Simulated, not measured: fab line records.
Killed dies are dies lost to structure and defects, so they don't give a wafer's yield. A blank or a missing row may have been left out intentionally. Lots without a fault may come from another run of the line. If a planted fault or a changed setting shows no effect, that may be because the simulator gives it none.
fab line records    flow nandHarc
[record] lots = 13  wafers = 39  lastDay = 24
route steps=1159 shown A_ONON_D1@437 A_CHANNEL_HOLE_D1@462 END@1159
lots untouched by any fault: they come from a run of this same line in which no faults occurred
startH: the number of hours between the record's first day and the start of the first shown wafer of the lot    waitH: hours since the lot's step before    " unchanged from the row above    L1.1+2: several wafers, shown together as one row    - no value, or no start was given    * or withheld: withheld    < > ~ a bound
route shown NAME@n: names a module that has steps shown in the file, with the first one's number in the route    usual: mean/standard deviation taken from wafers without a fault    same: alike in all rows    chamber/n: place in a boat    sites: per-site readings    _std_site: the values' standard deviation    _edge_site: outer sites' mean less inner sites'    radiusMm: for every site, how far away it sits from the centre of the wafer    mask NAME#n: copy n    behind: the tool/chamber that last shaped the wafer    hold: the reason the lot was held/the length of the hold in hours/how it ended    device: the n, p or np transistor that did not switch    end of line: at the end of the route, the tests of the same wafers    a step with no rows: only its recipe    killed: at the first sort, the dies lost to defects and structure; wafer yield is something else    map: dies across one wafer; x = killed, . = not, _ = none there
set.NAME: the setting that was run; set.NAME@STEP: the one run at that earlier step    model.NAME: the simulator's own value behind a step, which no gauge read
route steps across a sampled set of lots; one table per step, one row per wafer
services: the hour from which a tool's chamber was out of use, counted from the record's first day as startH (under 0 if before that day), plus the number of hours and why
[[steps]]
[step NHARC_A_ONON_D1_THK_MEAS_18]
[recipe] thkMeasGauge = ellipsometry
[usual] thkNm = 997/10
lot.wafer  tool          chamber  startH  waitH  thkNm
L196.2     filmMetro-01  -        160.80  -      990
L196.4     "             -        "       "      990
L196.6     "             -        "       "      989
L198.2     filmMetro-02  -        174.93  -      1007
L198.3     "             -        "       "      1007
L198.5     "             -        "       "      1006
L197.1     filmMetro-01  -        174.95  -      988
L197.3     "             -        "       "      986
L197.6     "             -        "       "      987
L199.1     filmMetro-01  -        191.67  -      999
L199.3     "             -        "       "      997
L199.5     "             -        "       "      999
L202.1     filmMetro-02  -        208.35  -      999
L202.5     "             -        "       "      998
L202.6     "             -        "       "      997
L205.2     filmMetro-02  -        222.98  -      1011
L205.3     "             -        "       "      1011
L205.4     "             -        "       "      1011
L207.1     filmMetro-02  -        241.33  -      993
L207.3     "             -        "       "      995
L207.5     "             -        "       "      993
L206.2     filmMetro-01  -        260.14  -      979
L206.3     "             -        "       "      980
L206.4     "             -        "       "      981
L216.1     filmMetro-02  -        278.93  -      995
L216.3     "             -        "       "      993
L216.5     "             -        "       "      993
L213.4     filmMetro-01  -        278.93  -      1010
L213.5     "             -        "       "      1011
L213.6     "             -        "       "      1009
L218.1     filmMetro-01  -        297.62  -      992
L218.3     "             -        "       "      996
L218.4     "             -        "       "      995
L219.2     filmMetro-01  -        297.63  -      1002
L219.3     "             -        "       "      1004
L219.6     "             -        "       "      1003
L217.2     filmMetro-01  -        297.97  -      1002
L217.3     "             -        "       "      1004
L217.4     "             -        "       "      1003
[step NHARC_A_ONON_D1_DEP_28]
[recipe] targetThkA = 10000  n2FlowSccm = 2750  n2oFlowSccm = 2000  nh3FlowSccm = 500  sih4FlowSccm = 210  tempC = 400
lot.wafer   tool          chamber  startH  waitH
L196.2+4+6  pecvdOnon-01  0        162.60  0.1
L197.1+3+6  pecvdOnon-01  0        176.73  0.1
L198.2+3+5  pecvdOnon-04  0        176.75  0.1
L199.1+3+5  pecvdOnon-02  0        193.43  0.1
L202.1+5+6  pecvdOnon-01  0        210.16  0.1
L205.2+3+4  pecvdOnon-02  0        224.79  0.1
L207.1+3+5  pecvdOnon-01  0        243.08  0.1
L206.2+3+4  pecvdOnon-02  0        261.94  0.1
L216.1+3+5  pecvdOnon-01  0        280.71  0.1
L213.4+5+6  pecvdOnon-04  0        280.87  0.2
L218.1+3+4  pecvdOnon-01  0        299.36  0.1
L219.2+3+6  pecvdOnon-04  0        299.57  0.1
L217.2+3+4  pecvdOnon-01  0        299.78  0.1
[step NHARC_A_ONON_D1_THK_MEAS_30]
[recipe] thkMeasGauge = ellipsometry
[usual] thkNm = 998/10
lot.wafer  tool          chamber  startH  waitH  thkNm
L196.2     filmMetro-02  -        163.06  -      1010
L196.4     "             -        "       "      1009
L196.6     "             -        "       "      1008
L198.2     filmMetro-01  -        177.20  -      998
L198.3     "             -        "       "      999
L198.5     "             -        "       "      999
L197.1     filmMetro-01  -        177.25  -      1008
L197.3     "             -        "       "      1009
L197.6     "             -        "       "      1007
L199.1     filmMetro-01  -        193.94  -      998
L199.3     "             -        "       "      997
L199.5     "             -        "       "      999
L202.1     filmMetro-02  -        210.66  -      1006
L202.5     "             -        "       "      1005
L202.6     "             -        "       "      1006
L205.2     filmMetro-01  -        225.24  -      1006
L205.3     "             -        "       "      672
L205.4     "             -        "       "      1008
L207.1     filmMetro-01  -        243.59  -      994
L207.3     "             -        "       "      993
L207.5     "             -        "       "      994
L206.2     filmMetro-01  -        262.40  -      992
L206.3     "             -        "       "      655
L206.4     "             -        "       "      991
L213.4     filmMetro-01  -        281.21  -      1004
L213.5     "             -        "       "      1002
L213.6     "             -        "       "      1002
L216.1     filmMetro-01  -        281.23  -      995
L216.3     "             -        "       "      995
L216.5     "             -        "       "      994
L218.1     filmMetro-01  -        299.87  -      994
L218.3     "             -        "       "      991
L218.4     "             -        "       "      992
L219.2     filmMetro-01  -        300.02  -      997
L219.3     "             -        "       "      996
L219.6     "             -        "       "      996
L217.2     filmMetro-01  -        300.24  -      996
L217.3     "             -        "       "      995
L217.4     "             -        "       "      995
[step NHARC_A_CHANNEL_HOLE_D1_CD_MEAS_10]
[recipe] targetCdNm = 100  landingEnergyEv = 500
[usual] cdNm = 100.0/0.48
[same] landingEnergyEv = 500
lot.wafer  tool      chamber  startH  waitH  cdNm
L196.2     cdSem-01  0        166.61  -      100.0
L196.4     "         0        "       "      99.8
L196.6     "         0        "       "      99.3
L198.2     cdSem-01  0        183.28  -      99.7
L198.3     "         0        "       "      99.6
L198.5     "         0        "       "      100.3
L197.1     cdSem-01  0        183.56  -      100.8
L197.3     "         0        "       "      100.1
L197.6     "         0        "       "      99.9
L199.1     cdSem-01  0        197.23  -      99.8
L199.3     "         0        "       "      99.8
L199.5     "         0        "       "      100.0
L202.1     cdSem-01  0        214.40  -      99.2
L202.5     "         0        "       "      99.1
L202.6     "         0        "       "      99.6
L205.2     cdSem-01  0        231.24  -      99.5
L205.4     "         0        "       "      99.4
L207.1     cdSem-02  0        247.43  -      100.1
L207.3     "         0        "       "      99.9
L207.5     "         0        "       "      100.5
L206.2     cdSem-03  0        265.52  -      100.5
L206.4     "         0        "       "      99.9
L213.4     cdSem-01  0        285.41  -      100.7
L213.5     "         0        "       "      100.7
L213.6     "         0        "       "      100.5
L216.1     cdSem-02  0        285.63  -      99.9
L216.3     "         0        "       "      99.7
L216.5     "         0        "       "      100.1
L218.1     cdSem-01  0        306.41  -      100.4
L218.3     "         0        "       "      100.1
L218.4     "         0        "       "      100.1
L219.2     cdSem-02  0        306.71  -      100.8
L219.3     "         0        "       "      100.6
L219.6     "         0        "       "      100.3
L217.2     cdSem-01  0        308.43  -      100.1
L217.3     "         0        "       "      100.4
L217.4     "         0        "       "      100.0
[step NHARC_A_CHANNEL_HOLE_D1_DESCUM_15]
[recipe] timeS = 3  o2FlowSccm = 200  arFlowSccm = 0  biasPowerW = 0  chemistry = O2
[usual] drypumpMotorCurrentA = 5.8/0.51  oesProductAu = 0.998/0.0071  rfVppV = 57.7/0.82  showerheadPlenumPTorr = 1.90/0.044  throttleValvePct = 11.312/0.0094
lot.wafer  tool        chamber  startH  waitH  drypumpMotorCurrentA  oesProductAu  rfHoursCounterH  rfVppV  showerheadPlenumPTorr  throttleValvePct
L196.2     rieDiel-09  3        166.82  0.1    6.3                   0.993         5                58.8    1.98                   11.311
L196.4     "           0        "       "      6.1                   0.993         -                57.0    1.85                   11.324
L196.6     "           2        "       "      6.3                   1.003         -                57.5    1.89                   11.326
L198.3     rieDiel-09  3        183.46  0.1    6.2                   0.986         5                57.8    1.98                   11.321
L198.2     "           1        "       "      6.1                   0.996         5                58.4    1.85                   11.312
L198.5     "           1        "       "      6.0                   1.007         -                58.2    1.85                   11.311
L197.1     rieDiel-07  3        183.77  0.1    6.7                   1.004         8                58.4    1.85                   11.314
L197.3     "           0        "       "      5.8                   1.012         8                57.9    1.86                   11.326
L197.6     "           1        "       "      5.6                   1.000         -                58.2    1.91                   11.314
L199.3     rieDiel-09  3        197.44  0.1    6.3                   1.001         6                57.3    1.98                   11.321
L199.1     "           0        "       "      6.1                   1.007         10               57.9    1.85                   11.304
L199.5     "           2        "       "      6.3                   1.003         -                58.0    1.89                   11.312
L202.1     rieDiel-07  1        214.60  0.1    5.6                   0.995         11               57.0    1.91                   11.315
L202.6     "           0        "       "      5.8                   1.012         -                58.6    1.86                   11.306
L202.5     "           1        "       "      5.7                   1.004         -                58.3    1.91                   11.312
L205.4     rieDiel-03  1        231.43  0.1    5.9                   0.987         0                58.7    1.88                   11.307
L205.2     "           3        "       "      5.4                   1.004         0                57.4    1.93                   11.308
L207.3     rieDiel-03  2        247.62  0.1    5.0                   0.992         1                56.6    1.93                   11.321
L207.1     "           3        "       "      5.4                   1.004         1                57.3    1.92                   11.316
L207.5     "           2        "       "      5.0                   0.997         -                57.9    1.93                   11.314
L206.2     rieDiel-03  3        265.71  0.1    5.5                   1.011         3                58.4    1.92                   11.331
L206.4     "           1        "       "      5.9                   0.986         3                55.7    1.88                   11.321
L213.4     rieDiel-07  3        285.60  0.1    6.7                   0.993         4                57.7    1.85                   11.319
L213.5     "           2        "       "      5.2                   0.992         -                57.0    1.91                   11.319
L213.6     "           3        "       "      6.7                   0.994         -                58.1    1.85                   11.307
L216.3     rieDiel-09  0        285.82  0.1    6.1                   1.003         2                58.0    1.84                   11.321
L216.1     "           1        "       "      6.1                   0.993         2                57.7    1.85                   11.288
L216.5     "           0        "       "      6.1                   1.006         -                57.6    1.84                   11.323
L218.1     rieDiel-09  0        306.60  0.1    6.0                   0.993         4                57.9    1.84                   11.303
L218.3     "           1        "       "      6.1                   0.990         4                57.1    1.85                   11.310
L218.4     "           2        "       "      6.3                   0.992         4                58.9    1.89                   11.309
L219.3     rieDiel-07  2        306.89  0.1    5.2                   1.008         5                57.0    1.91                   11.304
L219.2     "           0        "       "      5.8                   1.000         5                56.8    1.85                   11.320
L219.6     "           2        "       "      5.2                   1.003         -                59.3    1.91                   11.307
L217.2     rieDiel-03  0        308.62  0.1    4.9                   1.007         5                58.2    1.95                   11.312
L217.4     "           1        "       "      5.9                   1.002         5                58.3    1.88                   11.326
L217.3     "           2        "       "      5.0                   1.002         5                57.7    1.92                   11.304
[step NHARC_END_SORT_01]
[recipe] tempC = 25
[usual] killedAtArray = 29/11  killedAtOther = 0.6/0.92  killedAtPeriphery = 3.2/2  killedDies = 33/11  killedOpen = 3.2/2  killedShort = 1.9/1.5
[same] grossDies = 677
lot.wafer  tool       chamber  startH  waitH  killedAtArray  killedAtOther  killedAtPeriphery  killedDies  killedOpen  killedShort
L205.2     prober-02  0        493.71  2.8    17             0              3                  20          2           4
L205.3     prober-02  0        494.51  3.1    675            1              1                  677         4           3
L205.4     prober-02  0        495.32  3.4    9              0              4                  13          0           3
L206.2     prober-01  0        520.22  2.8    29             0              7                  36          8           2
L206.3     prober-01  0        521.00  3.1    673            0              4                  677         7           2
L206.4     prober-01  0        521.79  3.3    37             0              4                  41          6           1
// killed by level:class
L205.2 A_STAIRCASE:chamberFilmFlake=7 A_CHANNEL_FILL_D1:geometricParticle:short=2 P_BONDPAD:chamberFilmFlake=2 A_CONTACT:chamberFilmFlake=2 A_CHANNEL_HOLE_D1:chamberFilmFlake=2 P_ZERO_WELL:geometricParticle:short=1 A_STAIRCASE:geometricParticle:open=1 A_CONTACT:geometricParticle:open=1
L205.3 A_ONON_D1:areaDep=654 A_CHANNEL_HOLE_D1:chamberFilmFlake=7 A_STAIRCASE:chamberFilmFlake=4 A_CONTACT:geometricParticle:open=3 A_ZERO_WELL:chamberFilmFlake=3 A_CHANNEL_FILL_D1:geometricParticle:open=1 A_CHANNEL_FILL_D1:geometricParticle:short=1 A_SGD_CUT:geometricParticle:short=1
L205.4 A_CHANNEL_HOLE_D1:chamberFilmFlake=2 A_STAIRCASE:chamberFilmFlake=2 A_CONTACT:chamberFilmFlake=2 P_STI:geometricParticle:short=1 P_CONTACT:geometricParticle:short=1 A_WL_FILL:geometricParticle:short=1 P_ZERO_WELL:chamberFilmFlake=1 P_BONDPAD:chamberFilmFlake=1
L206.2 A_SLIT:chamberFilmFlake=9 P_ZERO_WELL:chamberFilmFlake=6 A_CONTACT:chamberFilmFlake=6 A_CONTACT:geometricParticle:open=5 A_CHANNEL_HOLE_D1:chamberFilmFlake=4 P_M0:geometricParticle:open=1 A_SOURCE_PLATE:geometricParticle:open=1 A_WL_FILL:geometricParticle:open=1
L206.3 A_ONON_D1:areaDep=645 A_SLIT:chamberFilmFlake=13 A_CHANNEL_HOLE_D1:chamberFilmFlake=4 A_WL_FILL:chamberFilmFlake=3 A_CONTACT:geometricParticle:open=2 A_CONTACT:chamberFilmFlake=2 P_CONTACT:geometricParticle:open=1 P_M0:geometricParticle:open=1
L206.4 A_SLIT:chamberFilmFlake=17 A_CHANNEL_HOLE_D1:chamberFilmFlake=5 A_STAIRCASE:chamberFilmFlake=4 A_CONTACT:chamberFilmFlake=4 A_CHANNEL_FILL_D1:geometricParticle:open=3 P_ZERO_WELL:chamberFilmFlake=3 A_ONON_D1:geometricParticle:open=2 P_STI:geometricParticle:open=1
[[services]]
tool          chamber  startH  hours  kind
rieDiel-07    3        149.70  3.9    repair
rieDiel-09    1        153.34  21.4   repair
rieDiel-03    2        159.46  1.2    repair
rieDiel-09    0        160.04  -      clean
rieDiel-09    2        160.04  -      clean
rieDiel-09    3        160.04  -      clean
rieDiel-07    1        170.41  8.4    repair
rieDiel-09    2        173.81  23.0   repair
rieDiel-09    -        179.50  0.3    repair
rieDiel-09    -        181.03  1.2    repair
rieDiel-09    0        184.54  -      clean
rieDiel-09    1        184.54  -      clean
pecvdOnon-01  -        195.16  13.0   pm
rieDiel-09    2        198.93  2.1    repair
rieDiel-07    -        200.32  0.7    repair
rieDiel-03    -        215.30  9.0    pm
rieDiel-07    -        228.20  9.0    pm
rieDiel-09    3        228.41  9.7    repair
rieDiel-03    0        236.58  8.6    repair
pecvdOnon-04  -        237.00  13.0   pm
pecvdOnon-02  -        247.08  3.0    repair
rieDiel-09    -        254.10  9.0    pm
rieDiel-03    2        284.21  2.7    repair
pecvdOnon-02  -        292.35  13.0   pm
[[key]]
[firstSign] step = NHARC_A_ONON_D1_THK_MEAS_30  reading = thkNm  direction = down  sigmas = 33  usual = 998  struck = 663
[effect] step = NHARC_END_SORT_01  reading = killedAtArray  direction = up  sigmas = 61  usual = 29  struck = 674
[moreKillsBornAt] NHARC_A_ONON_D1_DEP_28@pecvdOnon-02 = 1299
metAt NHARC_A_ONON_D1_DEP_28
struckLots L205,L206
struckWafers L205.3,L206.3
laterRowsLeftOut L205.3,L206.3
testerLeftOut L205,L206
notActingAt NHARC_A_ONON_D1_THK_MEAS_18,NHARC_A_CHANNEL_HOLE_D1_CD_MEAS_10,NHARC_A_CHANNEL_HOLE_D1_DESCUM_15
onsetBetween 193.43 224.79
[fault] kind = processParameterDrift  tool = pecvdOnon-02  chamber = -  onsetH = 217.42  steps = NHARC_A_ONON_D1_DEP_28  channel = targetThkA  offset = *  shape = step  endH = 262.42  scope = struckWafersOnly  actsIn = *  stated = *
// testerLeftOut: of these lots the tester's yield and bins aren't shown, on N5 and GAA mostly nor the transistor test; their killed dies are dies lost to structure and defects alone, not to doping, threshold or leakage, so they don't give the yield
// laterRowsLeftOut: the simulator's readings of these wafers behind a module that went badly wrong aren't trusted and aren't shown, but for the sort
